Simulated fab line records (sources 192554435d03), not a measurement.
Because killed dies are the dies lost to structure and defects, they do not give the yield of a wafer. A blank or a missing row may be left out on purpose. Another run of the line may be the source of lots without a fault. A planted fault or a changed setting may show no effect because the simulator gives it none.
Matching of chambers + flow n5 finfet + 4 sister chambers for N5_BEOL_M7_VIA_ETCH_34 on rie diel-02
The step etches SiCOH lowk in C4F6/O2, target depth 125.5 nm, time 50.5 s. 8 wafers are shown with their chamber, then 8 later ones without.

WAFERS WITH THEIR CHAMBER
| wafer  | chamber | drypump motor current A (A) | showerhead plenum p Torr (Torr) |
|--------|---------|-----------------------------|---------------------------------|
| L083.1 | 1       | 5.6                         | 2.72                            |
| L083.4 | 2       | 6.0                         | 2.77                            |
| L088.2 | 2       | 6.1                         | 2.77                            |
| L088.4 | 0       | 4.8                         | 2.89                            |
| L088.5 | 0       | 4.8                         | 2.89                            |
| L093.3 | 3       | 5.9                         | 2.70                            |
| L093.5 | 3       | 5.9                         | 2.70                            |
| L096.1 | 1       | 5.6                         | 2.70                            |

WAFERS WHOSE CHAMBER IS MISSING
| wafer  | drypump motor current A (A) | showerhead plenum p Torr (Torr) |
|--------|-----------------------------|---------------------------------|
| L096.2 | 6.0                         | 2.75                            |
| L096.3 | 4.8                         | 2.88                            |
| L095.1 | 6.1                         | 2.75                            |
| L095.2 | 5.6                         | 2.70                            |
| L095.4 | 5.9                         | 2.70                            |
| L097.4 | 5.9                         | 2.70                            |
| L097.5 | 5.6                         | 2.70                            |
| L097.6 | 6.0                         | 2.75                            |

CHAMBER TAKEN BY EACH
| wafer  | from the rows above | in truth |
|--------|---------------------|----------|
| L096.2 | 2                   | 2        |
| L096.3 | 0                   | 0        |
| L095.1 | 2                   | 2        |
| L095.2 | 1                   | 1        |
| L095.4 | 3                   | 3        |
| L097.4 | 3                   | 3        |
| L097.5 | 1                   | 1        |
| L097.6 | 2                   | 2        |
8 of 8 placed correctly. From these rows, 0 cannot be placed. Number placed wrongly: 0.
How it was worked out, from the rows above alone: a wafer's distance from a chamber is the root of the sum, over the readings, of the square of ((its reading less the chamber's mean) divided by the reading's scatter). If the next closest chamber is less than 2 further off than the closest, the wafer can't be placed; otherwise it belongs to the closest. The mean given for a chamber averages the wafers shown for that chamber. The scatter is the square root of a quotient: the sum, over the shown wafers, of each reading's squared deviation from its chamber's mean, divided by wafers minus chambers.
